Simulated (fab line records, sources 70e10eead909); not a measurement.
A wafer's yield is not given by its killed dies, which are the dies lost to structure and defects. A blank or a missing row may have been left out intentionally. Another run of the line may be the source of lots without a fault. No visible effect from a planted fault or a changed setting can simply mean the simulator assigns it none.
Shared-tool check || flow nand_harc || 10 lots, 30 wafers sampled

## WHAT PROMPTED THE OPENING
Flagged at NHARC_A_CHANNEL_HOLE_D2_INSPECT_12: reading raw_defect_count, on 2 of 10 lots. Fault-free wafers read 28, with a standard deviation of 23.
Rule: a lot gets a flag if all its wafers with a number sit over 4 standard deviations from that mean, or if no wafer of it has a number. All remaining lots are regarded as sound.

{"lot": "L909", "measured": "day 13 07:55", "on": "defect_inspect-01", "raw_defect_count, wafer by wafer": "4 4 4", "flag": ""}
{"lot": "L910", "measured": "day 14 02:24", "on": "defect_inspect-02", "raw_defect_count, wafer by wafer": "6 4 4", "flag": ""}
{"lot": "L918", "measured": "day 17 10:13", "on": "defect_inspect-02", "raw_defect_count, wafer by wafer": "17 22 17", "flag": ""}
{"lot": "L919", "measured": "day 17 10:35", "on": "defect_inspect-01", "raw_defect_count, wafer by wafer": "60 73 56", "flag": ""}
{"lot": "L920", "measured": "day 18 02:37", "on": "defect_inspect-01", "raw_defect_count, wafer by wafer": "15 8 16", "flag": ""}
{"lot": "L921", "measured": "day 18 10:53", "on": "defect_inspect-01", "raw_defect_count, wafer by wafer": "628 586 577", "flag": "FLAGGED"}
{"lot": "L922", "measured": "day 19 05:52", "on": "defect_inspect-02", "raw_defect_count, wafer by wafer": "610 581 593", "flag": "FLAGGED"}
{"lot": "L925", "measured": "day 20 03:52", "on": "defect_inspect-02", "raw_defect_count, wafer by wafer": "58 71 59", "flag": ""}
{"lot": "L930", "measured": "day 22 11:22", "on": "defect_inspect-02", "raw_defect_count, wafer by wafer": "7 10 9", "flag": ""}
{"lot": "L931", "measured": "day 22 11:31", "on": "defect_inspect-01", "raw_defect_count, wafer by wafer": "5 2 7", "flag": ""}
On average the flagged lots' numbers are 596, which is +568 against the usual, or +25 standard deviations.

## LOT BY LOT: THE TOOL USED
The record keeps 1 process step preceding the reading, out of 1302 steps on the route. Each cell gives the tool, then ch followed by the chambers the sampled wafers passed through, then the start.
{"lot": "L909", "flag": "", "NHARC_A_CHANNEL_HOLE_D2_DEP_00": "acl_dep-01 ch 0, day 13 05:09"}
{"lot": "L910", "flag": "", "NHARC_A_CHANNEL_HOLE_D2_DEP_00": "acl_dep-02 ch 0, day 13 23:56"}
{"lot": "L918", "flag": "", "NHARC_A_CHANNEL_HOLE_D2_DEP_00": "acl_dep-02 ch 0, day 17 07:25"}
{"lot": "L919", "flag": "", "NHARC_A_CHANNEL_HOLE_D2_DEP_00": "acl_dep-03 ch 0, day 17 08:27"}
{"lot": "L920", "flag": "", "NHARC_A_CHANNEL_HOLE_D2_DEP_00": "acl_dep-03 ch 0, day 17 23:50"}
{"lot": "L921", "flag": "FLAGGED", "NHARC_A_CHANNEL_HOLE_D2_DEP_00": "acl_dep-03 ch 0, day 18 07:56"}
{"lot": "L922", "flag": "FLAGGED", "NHARC_A_CHANNEL_HOLE_D2_DEP_00": "acl_dep-03 ch 0, day 19 03:31"}
{"lot": "L925", "flag": "", "NHARC_A_CHANNEL_HOLE_D2_DEP_00": "acl_dep-02 ch 0, day 20 01:19"}
{"lot": "L930", "flag": "", "NHARC_A_CHANNEL_HOLE_D2_DEP_00": "acl_dep-02 ch 0, day 22 09:23"}
{"lot": "L931", "flag": "", "NHARC_A_CHANNEL_HOLE_D2_DEP_00": "acl_dep-03 ch 0, day 22 09:21"}
What is done by these steps:
- NHARC_A_CHANNEL_HOLE_D2_DEP_00: deposits aC, target thk 3100 nm.
- NHARC_A_CHANNEL_HOLE_D2_INSPECT_12

## FLAGGED AGAINST TOTAL, ONE TOOL AT A TIME (gauges that did the reading follow at the end)
{"step": "NHARC_A_CHANNEL_HOLE_D2_DEP_00", "tool": "acl_dep-01", "lots run": 1, "flagged": 0, "share of the flagged lots": "none", "sound lots run after its first flagged lot": "-"}
{"step": "NHARC_A_CHANNEL_HOLE_D2_DEP_00", "tool": "acl_dep-02", "lots run": 4, "flagged": 0, "share of the flagged lots": "none", "sound lots run after its first flagged lot": "-"}
{"step": "NHARC_A_CHANNEL_HOLE_D2_DEP_00", "tool": "acl_dep-03", "lots run": 5, "flagged": 2, "share of the flagged lots": "all", "sound lots run after its first flagged lot": "1 (L931)"}
{"step": "NHARC_A_CHANNEL_HOLE_D2_INSPECT_12", "tool": "defect_inspect-01", "lots run": 5, "flagged": 1, "share of the flagged lots": "some", "sound lots run after its first flagged lot": "1 (L931)"}
{"step": "NHARC_A_CHANNEL_HOLE_D2_INSPECT_12", "tool": "defect_inspect-02", "lots run": 5, "flagged": 1, "share of the flagged lots": "some", "sound lots run after its first flagged lot": "2 (L925,L930)"}

## WHAT IS ALLOWED BY THE TABLE
1 row of the table ran every flagged lot: acl_dep-03 at NHARC_A_CHANNEL_HOLE_D2_DEP_00.
- acl_dep-03 at NHARC_A_CHANNEL_HOLE_D2_DEP_00 ran 5 lots, 2 of them flagged. Sound lots ran on it after the first flagged one (L931), which a lasting fault on the whole tool wouldn't allow.
Not one row of the table ran every flagged lot while running no sound lot after the first.

## WHAT THE SIMULATOR HAD PUT IN
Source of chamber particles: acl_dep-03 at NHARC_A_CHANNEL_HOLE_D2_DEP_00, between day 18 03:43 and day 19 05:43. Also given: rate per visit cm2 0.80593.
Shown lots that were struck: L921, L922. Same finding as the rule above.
